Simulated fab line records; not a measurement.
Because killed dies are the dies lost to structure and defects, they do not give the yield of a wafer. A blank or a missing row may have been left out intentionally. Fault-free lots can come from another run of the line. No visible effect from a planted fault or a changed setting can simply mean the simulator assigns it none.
Which tool did it? | flow n5Finfet | Sampling: 11 lots, 33 wafers, 5 of 1938 route steps

## WHAT EACH GAUGE READ, for each wafer
N5_WELL_APT_CD_MEAS_08 targets a cd of 200 nm.
lot  | measured    | on       | cdNm (nm)
L936 | day 1 20:00 | cdSem-01 | 198.8 201.1 200.4
L944 | day 3 20:41 | cdSem-01 | 200.3 197.5 201.0
L945 | day 4 01:41 | cdSem-02 | 200.2 201.0 199.5
L948 | day 4 20:25 | cdSem-01 | 199.2 198.6 197.9
L949 | day 5 02:31 | cdSem-02 | 201.3 200.9 199.9
L952 | day 5 19:43 | cdSem-03 | 197.4 199.6 200.5
L954 | day 6 07:55 | cdSem-02 | 201.3 200.5 201.6
L955 | day 6 15:27 | cdSem-02 | 197.4 196.5 198.2
L956 | day 6 19:46 | cdSem-02 | 201.4 201.9 198.8

N5_PMOS_HMC_CHANNEL_EPI_INSPECT_11: inspects for defects (macro).
lot  | measured    | on               | rawDefectCount
L936 | day 1 23:42 | defectInspect-02 | 2 1 1
L944 | day 4 00:08 | defectInspect-01 | 1 2 2
L945 | day 4 05:33 | defectInspect-02 | 0 5 1
L948 | day 4 23:47 | defectInspect-02 | 1 3 4
L949 | day 5 06:00 | defectInspect-01 | 4 1 3
L952 | day 5 23:08 | defectInspect-01 | 2 0 4
L954 | day 6 12:14 | defectInspect-02 | 1 0 4
L955 | day 6 19:16 | defectInspect-01 | 0 1 1
L956 | day 6 23:35 | defectInspect-01 | 0 1 2

N5_BEOL_M4_RC_MEAS_101.
lot  | measured     | on        | CJ_N           | DIBL_N (mV/V)  | DIBL_P (mV/V)  | IOFF_N (nA/um) | IOFF_P (nA/um) | ION_N (uA/um) | ION_P (uA/um) | RS_PWELL (ohm/sq) | SS_N (mV/dec)  | SS_P (mV/dec)  | VT_N (mV)   | VT_P (mV)
L936 | day 8 23:19  | prober-02 | 4.32 4.32 4.25 | 37.5 39.7 38.2 | 37.7 40.1 38.4 | 0.16 0.20 0.17 | 0.22 0.25 0.23 | 672 676 673   | 459 464 461   | 3013 3016 3021    | 71.8 72.6 72.1 | 74.5 74.9 74.8 | 248 248 250 | -247.8 -246.5 -249.2
L944 | day 10 13:35 | prober-02 | 4.26 4.24 4.21 | 37.6 36.0 33.6 | 38.5 36.5 33.9 | 0.18 0.15 0.11 | 0.23 0.19 0.16 | 675 680 664   | 461 461 451   | 3049 3068 3053    | 72.6 71.7 70.6 | 74.5 73.3 72.6 | 248 249 255 | -248.7 -250.3 -253.8
L945 | day 10 13:52 | prober-01 | 4.27 4.30 4.35 | 34.3 33.8 31.9 | 35.4 33.2 32.0 | 0.13 0.11 0.10 | 0.20 0.16 0.16 | 664 630 658   | 462 439 459   | 2985 3043 2997    | 71.3 72.2 71.1 | 72.5 72.7 72.3 | 253 259 255 | -249.4 -255.7 -251.8
L948 | day 11 19:24 | prober-01 | 3.38 3.39 3.42 | 37.2 39.8 38.2 | 37.0 37.6 39.6 | 0.18 0.29 0.22 | 0.22 0.26 0.28 | 666 656 672   | 451 448 465   | 2806 2803 2804    | 72.4 76.1 73.3 | 73.6 74.5 74.0 | 249 250 247 | -251.2 -248.6 -245.4
L949 | day 11 17:46 | prober-02 | 4.21 4.22 4.27 | 38.6 36.4 38.8 | 38.0 35.2 38.0 | 0.19 0.14 0.18 | 0.24 0.18 0.23 | 666 649 664   | 449 452 457   | 2975 2997 2991    | 72.4 72.4 72.6 | 73.0 72.6 73.2 | 248 254 253 | -249.1 -252.1 -249.6
L952 | day 12 16:20 | prober-01 | 4.29 4.33 4.20 | 36.3 36.5 36.8 | 34.2 35.2 35.0 | 0.15 0.15 0.15 | 0.18 0.19 0.19 | 670 683 663   | 454 465 453   | 2999 3002 2976    | 71.7 71.3 72.0 | 73.4 73.0 73.7 | 251 248 254 | -254.5 -249.9 -252.3
L954 | day 13 08:45 | prober-02 | 4.36 4.34 4.40 | 36.0 32.4 38.2 | 36.4 33.5 40.1 | 0.16 0.12 0.22 | 0.20 0.16 0.26 | 654 668 693   | 452 463 474   | 3009 2988 3018    | 72.2 70.2 72.2 | 73.7 72.5 73.2 | 251 250 244 | -253.1 -252.6 -248.4
L955 | day 13 10:04 | prober-02 | 4.33 4.38 4.40 | 36.7 38.1 38.2 | 36.8 38.8 38.9 | 0.15 0.17 0.17 | 0.20 0.22 0.23 | 670 671 678   | 454 458 458   | 2999 3023 3026    | 71.4 71.5 72.2 | 73.5 73.9 73.0 | 253 248 249 | -255.1 -251.8 -251.8
L956 | day 13 09:34 | prober-01 | 4.26 4.29 4.23 | 39.5 36.8 34.2 | 41.0 37.8 34.2 | 0.23 0.18 0.12 | 0.29 0.24 0.17 | 697 688 664   | 475 464 459   | 3010 3021 2997    | 71.6 71.4 71.0 | 74.7 73.5 72.8 | 243 246 254 | -246.4 -246.8 -250.7

## WHAT TOOL EACH LOT RAN ON (gives the tool, then ch and the chambers of the sampled wafers, and finally the start)
lot  | N5_ZERO_LAYER_PECVD_02         | N5_ZERO_LAYER_ETCH_18
L936 | pecvd-01 ch 0,1,2, day 1 18:17 | rieSi-03 ch 0,2,3, day 1 19:13
L944 | pecvd-03 ch 0,1, day 3 18:17   | rieSi-02 ch 0,1,2, day 3 19:55
L945 | pecvd-02 ch 0,1, day 4 00:17   | rieSi-05 ch 1,2, day 4 00:55
L946 | pecvd-01 ch 0,1,2, day 4 06:17 | rieSi-02 ch 1,3, day 4 06:47
L947 | pecvd-02 ch 0,1,2, day 4 12:17 | rieSi-02 ch 1,2, day 4 13:33
L948 | pecvd-02 ch 0,1,2, day 4 18:17 | rieSi-03 ch 0,1, day 4 19:31
L949 | pecvd-03 ch 1,2, day 5 00:17   | rieSi-03 ch 0,2, day 5 01:35
L952 | pecvd-01 ch 1,2, day 5 18:17   | rieSi-02 ch 1,2,3, day 5 18:56
L954 | pecvd-01 ch 0,1, day 6 06:17   | rieSi-03 ch 0,2,3, day 6 07:01
L955 | pecvd-01 ch 0,1,2, day 6 12:17 | rieSi-03 ch 2,3, day 6 14:28
L956 | pecvd-02 ch 0,1,2, day 6 18:19 | rieSi-02 ch 1,2, day 6 18:59
- N5_ZERO_LAYER_PECVD_02: deposits SiO2 from SiH4/N2O, target thk 10 nm, time 6 s.
- N5_ZERO_LAYER_ETCH_18: etches Si in HBr/Cl2, target depth 120 nm, time 40 s.

## AS READ BY THE TOOLS THEMSELVES (means over the sampled wafers that have a number; for cases with no such wafer, the mark the record gives instead)
N5_ZERO_LAYER_PECVD_02.
lot  | tool     | chamberPressureTorr (Torr) | heaterPowerOuterW (W) | heaterPowerW (W) | showerheadPlenumPTorr (Torr) | showerheadVppV (V)
L936 | pecvd-01 | 0.7495                     | 390                   | 657              | 8.09                         | 991
L944 | pecvd-03 | 0.7499                     | 532                   | 820              | 8.22                         | 1033
L945 | pecvd-02 | 0.7500                     | 434                   | 734              | 8.11                         | 1105
L946 | pecvd-01 | -                          | -                     | -                | -                            | -
L947 | pecvd-02 | -                          | -                     | -                | -                            | -
L948 | pecvd-02 | -                          | -                     | -                | -                            | -
L949 | pecvd-03 | 0.7505                     | 511                   | 806              | 8.20                         | 1066
L952 | pecvd-01 | 0.7513                     | 419                   | 687              | 8.04                         | 1006
L954 | pecvd-01 | 0.7496                     | 432                   | 704              | 8.15                         | 965
L955 | pecvd-01 | 0.7482                     | 419                   | 718              | 8.10                         | 998
L956 | pecvd-02 | 0.7503                     | 454                   | 749              | 8.12                         | 1079

N5_ZERO_LAYER_ETCH_18.
lot  | tool     | drypumpMotorCurrentA (A) | oesProductAu (a.u.) | throttleValvePct (%)
L936 | rieSi-03 | 5.8                      | 1.024               | 36.7
L944 | rieSi-02 | 5.7                      | 0.993               | 36.4
L945 | rieSi-05 | 5.4                      | 1.000               | 36.1
L946 | rieSi-02 | 5.6                      | 1.005               | 36.2
L947 | rieSi-02 | 5.6                      | 0.993               | 36.3
L948 | rieSi-03 | 6.1                      | 0.989               | 36.9
L949 | rieSi-03 | 5.8                      | 1.027               | 36.8
L952 | rieSi-02 | 5.5                      | 0.998               | 36.2
L954 | rieSi-03 | 5.8                      | 1.011               | 36.7
L955 | rieSi-03 | 5.6                      | 1.013               | 36.5
L956 | rieSi-02 | 5.6                      | 1.000               | 36.3

## THE ANSWER, worked out from the rows above alone
Rule: the lots themselves supply what counts as usual. The widest of any qualifying gaps counts: lots, ordered by their means at a reading, are off when they make up no more than a third of the lots, leave a main group of 4 or more, and stand apart from it by 3 or more times the standard deviation of that group's means. A main group whose means are all the same, to the digits that the tables above print for the reading, isn't used. Also off: a lot with no number at a reading for which 4 or more lots have one. The other lots that the step has rows for count as sound. After the gauges, taken in route order, come the tools' own readings; for these a lot's mean is taken, as printed above. At the first step where some lot is off, the reading lying furthest off is the one used; lots without a number count as furthest.
Off: at N5_BEOL_M4_RC_MEAS_101 (CJ_N), L948. Main group: mean 4.29, sd 0.05. Neither off nor sound, because the step has no rows for them: L946, L947.
A tool fits if, at a process step before that reading, it ran every lot that is off, and no sound lot after the first of them. Not tried: the gauges at N5_BEOL_M4_RC_MEAS_101; whatever is off there is also off at N5_ZERO_LAYER_PECVD_02, on other tools, and gauge error can't account for it. Of those tried, none fits.

## WHAT THE SIMULATOR HAD PUT IN
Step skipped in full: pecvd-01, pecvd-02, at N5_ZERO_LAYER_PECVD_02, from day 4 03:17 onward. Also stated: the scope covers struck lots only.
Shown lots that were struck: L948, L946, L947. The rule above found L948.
